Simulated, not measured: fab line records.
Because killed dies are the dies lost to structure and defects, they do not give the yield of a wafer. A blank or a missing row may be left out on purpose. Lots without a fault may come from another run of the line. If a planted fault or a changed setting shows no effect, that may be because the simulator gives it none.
fab line records	flow n5Finfet	part 1 of 2: steps 1 to 4 of 6
[record] lots = 19	wafers = 57	lastDay = 17
route steps=1938 shown BEOL_M8@1370 BEOL_M9@1419 BEOL_M10@1470
lots with no fault: from the same line, run without faults
startH: hours from the record's opening day to when the first of the lot's shown wafers began	waitH: hours from the lot's prior step to this one	" repeats the value in the row above	L1.1+2: several wafers, shown together as one row	- either no value or no given start	* or withheld: withheld	< > ~ a bound
route shown NAME@n: a module of which the file shows steps, and the number in the route of the first	usual: mean and standard deviation over wafers with no fault	same: alike in all rows	chamber/n: place in a boat	sites: the reading at each site	_std_site: the standard deviation of these	_edge_site: the outer-site mean with the inner-site mean subtracted	radiusMm: how far each site lies from the wafer's centre	mask NAME#n: copy n	behind: the tool/chamber that last shaped the wafer	hold: why the lot was held/for how many hours/how that ended	device: the transistor (n, p or np) that didn't switch	end of line: the tests these same wafers got at the end of their route	where a step has no rows: the recipe by itself	killed: not the wafer's yield, but the dies lost to structure and defects at the first sort	map: shows each die of a wafer: x if killed, . if not, _ if none is there
set.NAME: setting as actually run; set.NAME@STEP: the setting as run at that earlier step	model.NAME: the simulator's own value behind a step, which no gauge read
one table for each step of the route and one row for each wafer, over a sample of lots
services: the hour from which a tool's chamber was out of use, counted from the record's first day as startH (under 0 if before that day), plus the number of hours and why
[[steps]]
[step N5_BEOL_M8_ETCH_65]
[recipe] chemistry = CF4	target = SiARC	targetDepthA = 156	maskMaterial = CAR-EUV	timeS = 26	ionEnergyEv = 80	pressureMtorr = 40	sourceW = 545	biasW = 36	Ar_flow_sccm = 100	cf4FlowSccm = 100	ends = cleared
[usual] drypumpMotorCurrentA = 5.5/0.45	etchRfOnTimeS = 25.8/0.43	oesProductAu = 0.68/0.068	rfVppV = 184.0/1.1	showerheadPlenumPTorr = 2.14/0.065	throttleValvePct = 15.73/0.26
lot.wafer	tool	chamber	startH	waitH	drypumpMotorCurrentA	etchRfOnTimeS	oesProductAu	rfHoursCounterH	rfVppV	showerheadPlenumPTorr	throttleValvePct
L074.1	rieDiel-02	0	195.93	0.0	5.6	26.6	0.64	180	182.8	2.13	15.95
L074.5	"	3	"	"	4.9	26.3	0.63	-	183.2	2.14	15.68
L074.6	"	2	"	"	5.1	26.4	0.61	-	182.7	2.04	15.95
L075.1	rieDiel-01	3	210.19	0.0	6.2	25.1	0.70	108	185.9	2.23	15.93
L075.2	"	2	"	"	5.6	25.4	0.78	38	185.8	2.26	15.18
L075.4	"	1	"	"	6.0	25.2	0.65	128	183.1	2.07	15.89
L076.4	rieDiel-01	3	212.70	0.0	6.2	25.7	0.69	110	184.9	2.23	15.94
L076.5	"	0	"	"	5.9	25.5	0.80	-	184.4	2.19	15.39
L076.6	"	3	"	"	6.2	25.7	0.69	-	185.7	2.23	15.91
L079.4	rieDiel-02	0	228.36	0.0	5.6	26.6	0.63	191	183.2	2.13	15.95
L079.5	"	1	"	"	5.4	26.4	0.75	-	184.4	2.09	15.39
L079.6	"	2	"	"	5.0	26.0	0.61	-	183.7	2.04	15.96
L080.1	rieDiel-02	2	233.76	0.0	5.0	25.9	0.60	197	182.1	2.04	15.96
L080.3	"	3	"	"	4.9	25.8	0.63	178	184.7	2.14	15.68
L080.4	"	1	"	"	5.4	26.0	0.75	33	182.9	2.09	15.40
L082.2	rieDiel-04	0	245.09	0.0	5.5	25.3	0.75	59	185.3	2.17	15.72
L082.3	"	2	"	"	5.7	25.7	0.75	44	183.9	2.17	15.77
L082.6	"	2	"	"	5.7	25.6	0.74	-	185.2	2.17	15.78
L081.2	rieDiel-01	0	246.80	0.0	5.9	25.6	0.78	34	184.2	2.18	15.46
L081.4	"	1	"	"	6.0	25.8	0.64	141	184.2	2.07	15.92
L081.6	"	2	"	"	5.6	25.8	0.74	-	185.9	2.26	15.19
L083.1	rieDiel-02	1	248.37	0.0	5.4	26.1	0.74	38	183.8	2.09	15.39
L083.2	"	0	"	"	5.6	26.2	0.62	198	182.2	2.13	15.96
L083.6	"	0	"	"	5.6	26.4	0.63	-	183.6	2.13	15.96
L084.1	rieDiel-02	3	253.66	0.0	4.9	26.2	0.62	185	184.3	2.14	15.70
L084.2	"	1	"	"	5.4	26.2	0.74	39	183.4	2.09	15.40
L084.4	"	0	"	"	5.6	26.2	0.63	200	183.5	2.13	15.98
L085.1	rieDiel-01	2	266.26	0.0	5.6	25.6	0.74	60	186.5	2.25	15.22
L085.2	"	0	"	"	5.9	25.3	0.78	43	184.6	2.18	15.45
L085.4	"	3	"	"	6.2	25.3	0.68	130	185.3	2.23	15.98
L087.3	rieDiel-02	1	275.23	0.0	5.4	26.2	0.73	47	183.3	2.09	15.42
L087.5	"	2	"	"	5.0	26.3	0.60	-	182.1	2.04	16.00
L087.6	"	3	"	"	4.9	26.0	0.61	-	183.8	2.13	15.72
L086.1	rieDiel-04	1	275.35	0.0	4.8	25.5	0.81	7	183.6	2.11	15.48
L086.3	"	0	"	"	5.5	25.1	0.73	71	183.9	2.17	15.75
L086.4	"	3	"	"	5.4	25.5	0.66	124	183.5	2.15	15.74
L090.1	rieDiel-04	1	301.73	0.0	4.7	25.3	0.79	16	184.8	2.11	15.50
L090.2	"	2	"	"	5.7	25.9	0.72	65	185.3	2.17	15.81
L090.5	"	3	"	"	5.4	25.7	0.66	-	184.0	2.15	15.76
L091.3	rieDiel-01	1	304.58	0.0	6.1	25.4	0.63	166	182.5	2.06	15.97
L091.4	"	2	"	"	5.6	25.5	0.73	71	185.2	2.25	15.23
L091.6	"	0	"	"	5.9	25.1	0.76	-	185.3	2.18	15.48
L093.1	rieDiel-04	0	308.28	0.0	5.5	25.4	0.73	82	182.7	2.17	15.78
L093.4	"	1	"	"	4.7	25.9	0.78	18	184.0	2.11	15.49
L093.6	"	1	"	"	4.8	25.7	0.78	-	183.6	2.11	15.49
L094.1	rieDiel-02	0	319.54	0.0	5.6	26.5	0.61	223	182.9	2.12	16.02
L094.2	"	3	"	"	4.9	25.9	0.60	208	183.0	2.13	15.76
L094.3	"	1	"	"	5.3	26.2	0.71	62	184.0	2.08	15.44
L095.2	rieDiel-02	3	323.34	0.0	4.9	26.1	0.60	210	183.1	2.13	15.77
L095.3	"	1	"	"	5.3	26.6	0.71	63	184.3	2.08	15.46
L095.6	"	3	"	"	4.9	26.1	0.61	-	184.4	2.13	15.75
L097.3	rieDiel-01	3	335.17	0.0	6.2	25.8	0.65	157	186.0	2.22	16.02
L097.4	"	1	"	"	6.0	25.8	0.62	179	183.8	2.05	15.99
L097.6	"	3	"	"	6.2	25.7	0.65	-	186.5	2.22	16.01
L096.1	rieDiel-02	3	340.53	0.0	4.9	26.3	0.60	216	183.7	2.13	15.77
L096.3	"	2	"	"	5.0	26.5	0.58	234	183.0	2.03	16.05
L096.5	"	0	"	"	5.6	27.0	0.60	-	183.5	2.12	16.05
[step N5_BEOL_M9_ETCH_62]
[recipe] chemistry = N2/H2	target = SOC	targetDepthA = 1100	overetchA = 220	maskMaterial = SiARC	tempC = 40	timeS = 165	ionEnergyEv = 200	pressureMtorr = 30	sourceW = 840	biasW = 150	n2FlowSccm = 200	h2FlowSccm = 200
[usual] drypumpMotorCurrentA = 5.5/0.42	h2FlowSccm = 200.1/0.56	oesProductAu = 0.67/0.072	rfVppV = 524.4/2.4	showerheadPlenumPTorr = 2.57/0.083	tempC = 40.01/0.11	throttleValvePct = 17.78/0.24
lot.wafer	tool	chamber	startH	waitH	drypumpMotorCurrentA	h2FlowSccm	oesProductAu	rfHoursCounterH	rfVppV	showerheadPlenumPTorr	tempC	throttleValvePct
L074.1	rieDiel-03	1	202.80	0.0	5.2	199.6	0.61	209	526.0	2.62	39.98	17.85
L074.5	"	3	"	"	5.1	200.2	0.71	-	524.6	2.56	40.06	17.64
L074.6	"	0	"	"	5.3	200.2	0.60	-	525.8	2.64	40.01	17.91
L075.1	rieDiel-05	0	215.88	0.0	5.3	199.7	0.64	168	524.2	2.53	39.81	17.52
L075.2	"	3	"	"	5.4	200.3	0.62	182	526.2	2.64	40.12	17.75
L075.4	"	2	"	"	6.0	200.7	0.58	249	522.5	2.50	40.08	18.26
L076.4	rieDiel-06	3	223.97	0.0	6.8	200.9	0.73	52	525.7	2.58	40.13	17.54
L076.5	"	3	"	"	6.8	200.4	0.73	-	524.5	2.58	39.84	17.52
L076.6	"	2	"	"	5.7	200.5	0.62	-	521.2	2.45	39.95	18.30
L079.4	rieDiel-03	1	234.73	0.1	5.2	200.7	0.60	-	524.2	2.62	40.09	17.89
L079.5	"	2	"	"	4.8	199.5	0.78	-	522.0	2.48	40.00	17.25
L079.6	"	0	"	"	5.3	199.4	0.59	-	526.6	2.63	40.13	17.93
L080.1	rieDiel-05	2	240.07	0.0	6.0	200.0	0.83	1	524.0	2.50	39.94	17.85
L080.3	"	3	"	"	5.4	200.6	0.61	191	526.5	2.63	40.10	17.78
L080.4	"	0	"	"	5.3	200.7	0.63	177	523.4	2.53	39.96	17.55
L082.2	rieDiel-06	2	251.35	0.0	5.7	200.9	0.61	162	521.1	2.44	39.98	18.32
L082.3	"	3	"	"	6.8	200.3	0.71	61	525.5	2.58	40.10	17.53
L082.6	"	0	"	"	5.5	200.0	0.63	-	520.5	2.42	40.01	18.00
L081.2	rieDiel-06	3	254.94	0.0	6.8	198.7	0.71	62	524.6	2.58	40.05	17.55
L081.4	"	1	"	"	5.4	200.0	0.71	84	522.9	2.58	39.83	17.97
L081.6	"	0	"	"	5.5	199.3	0.63	-	519.7	2.42	40.15	18.01
L083.1	rieDiel-05	0	255.08	0.0	5.3	200.3	0.63	183	525.0	2.53	39.96	17.55
L083.2	"	3	"	"	5.4	199.8	0.63	193	528.6	2.63	39.95	17.78
L083.6	"	3	"	"	5.4	199.5	0.61	-	526.1	2.63	39.87	17.77
L084.1	rieDiel-05	0	259.43	0.0	5.3	199.4	0.63	185	524.0	2.53	39.79	17.56
L084.2	"	3	"	"	5.4	200.9	0.61	195	526.2	2.63	40.26	17.78
L084.4	"	1	"	"	5.6	199.3	0.76	19	529.0	2.70	40.04	17.84
L085.1	rieDiel-05	3	272.16	0.0	5.4	199.9	0.61	199	527.5	2.63	40.06	17.78
L085.2	"	2	"	"	6.0	200.8	0.79	12	521.2	2.49	40.06	17.88
L085.4	"	0	"	"	5.3	200.9	0.63	188	521.9	2.53	39.98	17.55
L087.3	rieDiel-05	0	282.48	0.0	5.3	200.2	0.62	190	523.0	2.52	39.96	17.55
L087.5	"	0	"	"	5.3	200.6	0.63	-	522.6	2.52	40.10	17.56
L087.6	"	3	"	"	5.4	199.8	0.62	-	524.7	2.63	39.89	17.78
L086.1	rieDiel-03	2	282.62	0.0	4.8	199.9	0.75	28	522.0	2.48	40.07	17.27
L086.3	"	1	"	"	5.2	200.6	0.59	235	524.9	2.61	39.90	17.91
L086.4	"	3	"	"	5.1	201.2	0.69	117	522.3	2.55	40.07	17.67
L090.1	rieDiel-03	2	307.01	0.0	4.8	200.9	0.74	36	522.6	2.48	40.06	17.27
L090.2	"	3	"	"	5.1	200.9	0.68	125	524.0	2.55	39.99	17.69
L090.5	"	2	"	"	4.8	199.9	0.74	-	522.9	2.47	40.11	17.27
L091.3	rieDiel-05	3	309.24	0.0	5.4	200.4	0.61	211	526.6	2.63	39.93	17.80
L091.4	"	0	"	"	5.3	200.3	0.62	200	524.3	2.52	39.97	17.57
L091.6	"	0	"	"	5.3	200.9	0.62	-	523.4	2.52	40.00	17.57
L093.1	rieDiel-06	0	314.90	0.0	5.5	200.5	0.62	194	520.9	2.41	39.85	18.02
L093.4	"	3	"	"	6.8	200.6	0.70	83	524.4	2.57	39.85	17.59
L093.6	"	3	"	"	6.8	199.7	0.69	-	523.6	2.57	39.81	17.59
L094.1	rieDiel-05	1	327.20	0.0	5.6	200.1	0.72	39	527.7	2.69	39.95	17.89
L094.2	"	2	"	"	6.0	199.3	0.76	26	521.1	2.49	40.00	17.90
L094.3	"	3	"	"	5.4	200.0	0.60	216	525.6	2.62	39.87	17.80
L095.2	rieDiel-06	0	330.03	0.0	5.5	199.4	0.60	198	519.8	2.41	39.89	18.05
L095.3	"	1	"	"	5.3	199.8	0.68	108	524.4	2.57	40.09	18.00
L095.6	"	1	"	"	5.3	198.8	0.68	-	525.0	2.57	40.12	17.99
L097.3	rieDiel-03	1	340.45	0.0	5.2	199.7	0.58	250	524.6	2.61	39.94	17.95
L097.4	"	3	"	"	5.1	200.1	0.68	135	524.1	2.55	39.88	17.69
L097.6	"	1	"	"	5.2	199.8	0.58	-	524.8	2.61	39.92	17.95
L096.1	rieDiel-05	2	346.37	0.0	6.0	199.1	0.75	33	523.3	2.48	40.07	17.91
L096.3	"	0	"	"	5.3	199.9	0.61	211	519.9	2.52	40.17	17.60
L096.5	"	0	"	"	5.3	200.4	0.61	-	523.5	2.52	40.01	17.58
[step N5_BEOL_M9_OVL_MEAS_29]
[recipe] pointsPerWafer = 522
[usual] V8_OVL = 0.2/0.77
lot.wafer	tool	chamber	startH	waitH	V8_OVL[nm]
L074.1	overlay-01	0	203.99	0.0	-0.4
L074.5	"	0	"	"	0.7
L074.6	"	0	"	"	0.0
L075.1	overlay-02	0	218.26	0.0	0.0
L075.2	"	0	"	"	-0.5
L075.4	"	0	"	"	0.1
L076.4	overlay-02	0	226.20	0.0	0.6
L076.5	"	0	"	"	0.1
L076.6	"	0	"	"	0.7
L079.4	overlay-02	0	235.51	0.0	0.9
L079.5	"	0	"	"	-0.9
L079.6	"	0	"	"	1.6
L080.1	overlay-02	0	242.47	0.0	1.1
L080.3	"	0	"	"	1.2
L080.4	"	0	"	"	0.4
L082.2	overlay-02	0	253.41	0.0	0.4
L082.3	"	0	"	"	-1.0
L082.6	"	0	"	"	0.6
L081.2	overlay-01	0	257.77	0.0	-0.7
L081.4	"	0	"	"	-0.1
L081.6	"	0	"	"	0.3
L083.1	overlay-01	0	257.93	0.0	1.0
L083.2	"	0	"	"	-0.7
L083.6	"	0	"	"	-0.8
L084.1	overlay-01	0	260.40	0.0	-0.6
L084.2	"	0	"	"	1.6
L084.4	"	0	"	"	0.3
L085.1	overlay-01	0	274.31	0.0	-0.2
L085.2	"	0	"	"	-0.6
L085.4	"	0	"	"	-0.6
L087.3	overlay-02	0	283.22	0.0	0.0
L087.5	"	0	"	"	0.8
L087.6	"	0	"	"	0.2
L086.1	overlay-02	0	283.65	0.0	-0.5
L086.3	"	0	"	"	-0.1
L086.4	"	0	"	"	-1.0
L090.1	overlay-02	0	307.85	0.0	1.7
L090.2	"	0	"	"	0.1
L090.5	"	0	"	"	1.2
L091.3	overlay-02	0	311.45	0.0	0.4
L091.4	"	0	"	"	1.1
L091.6	"	0	"	"	0.3
L093.1	overlay-02	0	315.73	0.0	-0.3
L093.4	"	0	"	"	-0.2
L093.6	"	0	"	"	-0.8
L094.1	overlay-01	0	328.46	0.0	-0.6
L094.2	"	0	"	"	-1.0
L094.3	"	0	"	"	0.6
L095.2	overlay-01	0	331.91	0.0	1.8
L095.3	"	0	"	"	0.9
L095.6	"	0	"	"	2.2
L097.3	overlay-01	0	341.31	0.0	-0.6
L097.4	"	0	"	"	-1.0
L097.6	"	0	"	"	-0.9
L096.1	overlay-01	0	348.01	0.0	-0.8
L096.3	"	0	"	"	-1.2
L096.5	"	0	"	"	-1.0
[step N5_BEOL_M9_ETCH_76]
[recipe] chemistry = N2/H2	target = underlayer	targetDepthA = 65	maskMaterial = CAR-EUV	timeS = 5.2	ionEnergyEv = 200	pressureMtorr = 30	sourceW = 840	biasW = 150	n2FlowSccm = 200	h2FlowSccm = 200	ends = cleared
[usual] drypumpMotorCurrentA = 5.5/0.52	etchRfOnTimeS = 5.23/0.11	h2FlowSccm = 199.9/0.62	oesProductAu = 0.67/0.07	rfVppV = 524.1/2.4	showerheadPlenumPTorr = 2.55/0.081	throttleValvePct = 17.84/0.28
lot.wafer	tool	chamber	startH	waitH	drypumpMotorCurrentA	etchRfOnTimeS	h2FlowSccm	oesProductAu	rfHoursCounterH	rfVppV	showerheadPlenumPTorr	throttleValvePct
L074.1	rieDiel-06	1	204.11	0.0	5.3	5.17	199.3	0.73	68	521.4	2.58	17.98
L074.5	"	3	"	"	6.8	5.19	199.3	0.74	-	523.2	2.58	17.58
L074.6	"	0	"	"	5.5	5.19	200.3	0.64	-	522.1	2.43	18.02
L075.1	rieDiel-06	1	218.53	0.0	5.3	5.28	200.6	0.73	72	526.0	2.58	17.96
L075.2	"	0	"	"	5.5	5.20	199.0	0.63	162	521.0	2.43	18.03
L075.4	"	2	"	"	5.7	5.34	200.6	0.61	150	522.9	2.45	18.30
L076.4	rieDiel-06	0	226.39	0.0	5.5	5.13	199.9	0.65	165	520.0	2.42	18.01
L076.5	"	2	"	"	5.7	5.32	200.3	0.62	-	521.4	2.45	18.32
L076.6	"	3	"	"	6.8	5.09	199.6	0.74	-	524.0	2.58	17.56
L079.4	rieDiel-03	0	235.63	0.0	5.3	5.35	200.3	0.58	-	526.8	2.63	17.97
L079.5	"	1	"	"	5.2	5.43	199.3	0.58	-	526.7	2.62	17.91
L079.6	"	2	"	"	4.8	5.28	199.3	0.79	-	524.3	2.48	17.27
L080.1	rieDiel-03	0	242.59	0.0	5.3	5.34	199.5	0.58	212	528.1	2.63	17.98
L080.3	"	3	"	"	5.1	5.27	199.7	0.71	104	524.0	2.56	17.67
L080.4	"	2	"	"	4.8	5.33	199.5	0.77	16	521.8	2.48	17.26
L082.2	rieDiel-06	0	253.53	0.0	5.5	5.20	198.6	0.63	173	521.6	2.42	18.06
L082.3	"	3	"	"	6.8	5.17	199.4	0.73	62	523.8	2.58	17.61
L082.6	"	0	"	"	5.5	5.25	200.3	0.63	-	520.6	2.42	18.03
L081.2	rieDiel-06	3	257.90	0.0	6.7	5.03	200.1	0.72	64	524.7	2.58	17.60
L081.4	"	2	"	"	5.7	5.28	199.8	0.61	165	519.4	2.44	18.35
L081.6	"	0	"	"	5.5	5.12	200.5	0.64	-	520.4	2.42	18.05
L083.1	rieDiel-03	3	258.07	0.0	5.1	5.22	199.1	0.70	110	524.1	2.56	17.67
L083.2	"	2	"	"	4.8	5.25	201.3	0.76	21	522.7	2.48	17.26
L083.6	"	0	"	"	5.4	5.31	199.8	0.60	-	525.0	2.63	18.00
L084.1	rieDiel-06	1	260.52	0.0	5.3	5.14	199.2	0.72	86	525.3	2.58	17.99
L084.2	"	2	"	"	5.7	5.24	199.1	0.61	165	520.5	2.44	18.34
L084.4	"	0	"	"	5.5	5.10	200.8	0.63	176	519.3	2.42	18.06
L085.1	rieDiel-03	2	274.86	0.0	4.8	5.29	199.9	0.76	26	524.8	2.48	17.31
L085.2	"	1	"	"	5.2	5.50	199.7	0.58	233	524.8	2.61	17.94
L085.4	"	3	"	"	5.1	5.22	200.5	0.69	115	522.7	2.55	17.70
L087.3	rieDiel-03	3	283.71	0.0	5.1	5.29	198.5	0.68	118	525.7	2.55	17.69
L087.5	"	0	"	"	5.3	5.29	199.4	0.58	-	527.2	2.63	18.01
L087.6	"	3	"	"	5.1	5.24	200.2	0.69	-	522.9	2.55	17.71
L086.1	rieDiel-05	0	283.92	0.0	5.3	5.33	201.3	0.62	191	523.4	2.53	17.58
L086.3	"	3	"	"	5.4	5.30	200.1	0.61	202	526.6	2.63	17.81
L086.4	"	1	"	"	5.6	5.04	199.8	0.76	-	527.0	2.70	17.88
L090.1	rieDiel-03	1	307.98	0.0	5.2	5.45	199.6	0.57	240	526.1	2.61	17.95
L090.2	"	0	"	"	5.3	5.29	199.7	0.58	233	524.7	2.62	18.03
L090.5	"	2	"	"	4.8	5.21	200.3	0.75	-	522.4	2.47	17.29
L091.3	rieDiel-05	0	311.60	0.0	5.3	5.28	199.9	0.63	201	524.1	2.52	17.63
L091.4	"	2	"	"	6.0	5.27	199.1	0.77	22	524.4	2.49	17.93
L091.6	"	2	"	"	6.0	5.28	199.3	0.78	-	523.3	2.49	17.92
L093.1	rieDiel-05	1	315.85	0.0	5.6	5.06	199.4	0.76	35	528.4	2.70	17.90
L093.4	"	2	"	"	6.0	5.26	199.0	0.77	23	523.0	2.49	17.93
L093.6	"	2	"	"	6.0	5.22	200.0	0.77	-	521.8	2.49	17.92
L094.1	rieDiel-06	0	328.70	0.0	5.5	5.20	200.3	0.62	197	520.9	2.41	18.09
L094.2	"	1	"	"	5.4	5.19	201.2	0.70	107	524.6	2.57	18.00
L094.3	"	2	"	"	5.7	5.32	200.4	0.60	187	520.8	2.43	18.39
L095.2	rieDiel-03	1	332.19	0.0	5.2	5.34	199.8	0.57	247	524.1	2.61	17.97
L095.3	"	2	"	"	4.8	5.16	200.4	0.74	43	521.8	2.47	17.33
L095.6	"	3	"	"	5.1	5.17	199.2	0.69	-	524.0	2.55	17.74
L097.3	rieDiel-05	0	341.43	0.0	5.3	5.22	200.6	0.62	210	522.2	2.52	17.61
L097.4	"	2	"	"	6.0	5.28	200.3	0.75	32	523.8	2.48	17.93
L097.6	"	1	"	"	5.6	5.04	199.2	0.73	-	525.9	2.69	17.88
L096.1	rieDiel-05	1	348.29	0.0	5.6	5.09	199.4	0.74	47	529.7	2.69	17.88
L096.3	"	3	"	"	5.4	5.30	200.8	0.60	223	526.9	2.62	17.86
L096.5	"	2	"	"	6.0	5.26	199.0	0.74	-	522.0	2.48	17.93
